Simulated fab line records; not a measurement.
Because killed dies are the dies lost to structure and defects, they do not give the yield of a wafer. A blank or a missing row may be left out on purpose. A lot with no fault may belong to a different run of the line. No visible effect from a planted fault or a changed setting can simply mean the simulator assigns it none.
Which tool is to blame? -- flow nand-harc -- 23 lots with 69 wafers sampled at 3 steps, on a route of 1302 steps

## WHAT THE GAUGES SHOWED, per wafer
NHARC_A_STAIRCASE_INSPECT_155. Usual: 440 for raw-defect-count, sd 170.
lot,measured,on,raw-defect-count,flag
L074,day 19 15:23,defect-inspect-02,497 602 548,
L075,day 19 14:57,defect-inspect-01,371 327 463,
L076,day 19 14:59,defect-inspect-02,569 499 470,
L079,day 20 22:02,defect-inspect-01,330 290 299,
L077,day 20 22:10,defect-inspect-02,464 397 618,
L078,day 21 02:33,defect-inspect-02,585 633 918,
L081,day 22 13:36,defect-inspect-01,299 243 248,
L080,day 22 13:50,defect-inspect-01,274 391 243,
L082,day 22 14:07,defect-inspect-02,886 520 550,
L086,day 24 06:56,defect-inspect-01,542 348 399,
L087,day 24 11:13,defect-inspect-02,387 187 310,
L085,day 24 13:43,defect-inspect-02,338 294 265,
L084,day 24 16:44,defect-inspect-02,444 458 414,
L089,day 25 11:50,defect-inspect-02,461 488 325,
L088,day 25 09:04,defect-inspect-02,251 266 304,
L091,day 25 09:17,defect-inspect-02,331 421 327,
L090,day 25 20:16,defect-inspect-01,486 524 359,
L093,day 26 15:29,defect-inspect-02,538 713 374,
L092,day 26 15:43,defect-inspect-01,326 282 273,
L094,day 27 19:35,defect-inspect-01,527 294 271,
L096,day 28 14:42,defect-inspect-02,510 597 833,
L097,day 28 17:26,defect-inspect-02,492 335 414,
L095,day 28 14:55,defect-inspect-01,473 581 362,

## TOOL THAT RAN EACH LOT (tool first, then ch and the chambers of the sampled wafers, then the start)
lot,NHARC_A_STAIRCASE_DESCUM_443,NHARC_A_STAIRCASE_STRIP_446
L074,"rie-diel-10 ch 1,2,3, day 19 07:53","plasma-asher-02 ch 0,1, day 19 12:38"
L075,"rie-diel-07 ch 0,3, day 19 07:56","plasma-asher-02 ch 0,1, day 19 12:30"
L076,"rie-diel-08 ch 1,3, day 19 07:58","plasma-asher-01 ch 0,1, day 19 12:30"
L079,"rie-diel-10 ch 1,2,3, day 20 14:31","plasma-asher-02 ch 0,1, day 20 18:58"
L077,"rie-diel-07 ch 0,1, day 20 14:40","plasma-asher-02 ch 0,1, day 20 19:18"
L078,"rie-diel-08 ch 0,1,3, day 20 19:08","plasma-asher-02 ch 0,1, day 20 23:43"
L081,"rie-diel-08 ch 0,1,2, day 22 06:23","plasma-asher-02 ch 0,1, day 22 10:58"
L080,"rie-diel-07 ch 1,2,3, day 22 06:34","plasma-asher-02 ch 0,1, day 22 11:23"
L082,"rie-diel-10 ch 0,2,3, day 22 06:43","plasma-asher-02 ch 1, day 22 11:31"
L086,"rie-diel-10 ch 0,1,3, day 23 23:02","plasma-asher-02 ch 0,1, day 24 04:19"
L087,"rie-diel-10 ch 0,1,2, day 23 23:04","plasma-asher-02 ch 0,1, day 24 08:19"
L085,"rie-diel-10 ch 0,1,3, day 23 23:10","plasma-asher-02 ch 0,1, day 24 11:07"
L084,"rie-diel-10 ch 0,3, day 23 23:23","plasma-asher-02 ch 1, day 24 13:57"
L089,"rie-diel-08 ch 0,1, day 25 01:48","plasma-asher-02 ch 0,1, day 25 09:13"
L088,"rie-diel-10 ch 2,3, day 25 01:58","plasma-asher-02 ch 0,1, day 25 06:28"
L091,"rie-diel-07 ch 0,1,3, day 25 02:07","plasma-asher-01 ch 0,1, day 25 06:39"
L090,"rie-diel-10 ch 0,1, day 25 13:13","plasma-asher-02 ch 0,1, day 25 17:45"
L093,"rie-diel-10 ch 1,2,3, day 26 08:32","plasma-asher-02 ch 0,1, day 26 13:02"
L092,"rie-diel-07 ch 1,2,3, day 26 08:41","plasma-asher-01 ch 0,1, day 26 13:08"
L094,"rie-diel-07 ch 0,3, day 27 12:25","plasma-asher-01 ch 0,1, day 27 17:00"
L096,"rie-diel-10 ch 0,1,3, day 28 07:26","plasma-asher-02 ch 0,1, day 28 12:01"
L097,"rie-diel-10 ch 0,1,3, day 28 07:29","plasma-asher-02 ch 0,1, day 28 14:56"
L095,"rie-diel-08 ch 1,3, day 28 07:48","plasma-asher-01 ch 0,1, day 28 12:18"
- NHARC_A_STAIRCASE_DESCUM_443: chemistry O2, time 3 s.
- NHARC_A_STAIRCASE_STRIP_446: strips in O2.

## AS READ BY THE TOOLS THEMSELVES (means over the sampled wafers that have a number; for cases with no such wafer, the mark the record gives instead)
NHARC_A_STAIRCASE_DESCUM_443. Usual: drypump-motor-current-A 5.7 A, standard deviation 0.39; mfc-ar-sccm 0.006 sccm, standard deviation 0.0091; oes-product-au 1.003 a.u., standard deviation 0.011; rf-vpp-V 57.6 V, standard deviation 1.1; showerhead-plenum-p-Torr 1.88 Torr, standard deviation 0.095; throttle-valve-pct 11.311 %, standard deviation 0.0093.
lot,tool,drypump-motor-current-A (A),mfc-ar-sccm (sccm),oes-product-au (a.u.),rf-vpp-V (V),showerhead-plenum-p-Torr (Torr),throttle-valve-pct (%),flag
L074,rie-diel-10,5.4,0.008,1.009,57.9,1.85,11.318,
L075,rie-diel-07,5.8,0.000,0.983,56.9,1.80,11.307,
L076,rie-diel-08,6.0,0.000,1.003,56.8,1.85,11.322,
L079,rie-diel-10,5.4,0.008,1.007,57.4,1.84,11.306,
L077,rie-diel-07,5.5,0.000,0.990,58.2,1.91,11.316,
L078,rie-diel-08,6.1,0.000,1.013,58.6,1.91,11.309,
L081,rie-diel-08,6.3,0.000,1.015,58.6,1.96,11.318,
L080,rie-diel-07,5.6,0.010,0.998,57.4,1.95,11.315,
L082,rie-diel-10,5.5,0.012,1.021,56.8,1.81,11.318,
L086,rie-diel-10,5.4,0.010,1.003,58.5,1.85,11.307,
L087,rie-diel-10,5.5,0.005,1.001,57.5,1.84,11.318,
L085,rie-diel-10,5.4,0.010,1.003,57.5,1.85,11.297,
L084,rie-diel-10,5.4,0.016,1.010,56.9,1.81,11.311,
L089,rie-diel-08,6.2,0.000,0.990,57.5,1.97,11.307,
L088,rie-diel-10,5.5,0.010,1.026,57.3,1.79,11.314,
L091,rie-diel-07,5.6,0.000,0.996,57.0,1.85,11.308,
L090,rie-diel-10,5.4,0.003,1.000,56.2,1.88,11.306,
L093,rie-diel-10,5.4,0.008,0.990,57.4,1.93,11.304,
L092,rie-diel-07,5.6,0.010,0.999,57.7,1.94,11.310,
L094,rie-diel-07,5.8,0.000,1.003,57.0,1.78,11.310,
L096,rie-diel-10,5.4,0.010,0.998,57.5,1.84,11.319,
L097,rie-diel-10,5.4,0.010,0.994,57.3,1.84,11.311,
L095,rie-diel-08,6.0,0.000,0.997,57.0,1.83,11.307,

NHARC_A_STAIRCASE_STRIP_446. Usual: drypump-motor-current-A 5.67 A, standard deviation 0.14; heater-power-w 345 W, standard deviation 30.
lot,tool,drypump-motor-current-A (A),heater-power-w (W),flag
L074,plasma-asher-02,5.69,333,
L075,plasma-asher-02,5.73,344,
L076,plasma-asher-01,5.41,381,
L079,plasma-asher-02,5.73,331,
L077,plasma-asher-02,5.73,334,
L078,plasma-asher-02,5.78,343,
L081,plasma-asher-02,5.71,337,
L080,plasma-asher-02,5.78,350,
L082,plasma-asher-02,5.77,351,
L086,plasma-asher-02,5.71,326,
L087,plasma-asher-02,5.73,347,
L085,plasma-asher-02,5.76,348,
L084,plasma-asher-02,5.78,358,
L089,plasma-asher-02,5.75,347,
L088,plasma-asher-02,5.71,335,
L091,plasma-asher-01,5.40,392,
L090,plasma-asher-02,5.71,334,
L093,plasma-asher-02,5.76,336,
L092,plasma-asher-01,5.39,393,
L094,plasma-asher-01,5.40,395,
L096,plasma-asher-02,5.70,327,
L097,plasma-asher-02,5.74,320,
L095,plasma-asher-01,5.39,394,

## THE ANSWER, worked out from the rows above alone
Rule: lot off if the mean of its wafers having a number is beyond 3 standard deviations from the usual mean. Also off: a lot with no number at a reading for which 4 or more lots have one. Any other lot the step has rows for is counted as sound. After the gauges, taken in route order, come the tools' own readings; for these a lot's mean is taken, as printed above. The first step at which some lot is off is used, and at that step the reading that is off furthest; a lot without a number counts as furthest.
No lot is off on any of the readings shown, so nothing can be concluded from this.

## WHAT THE SIMULATOR HAD INSERTED
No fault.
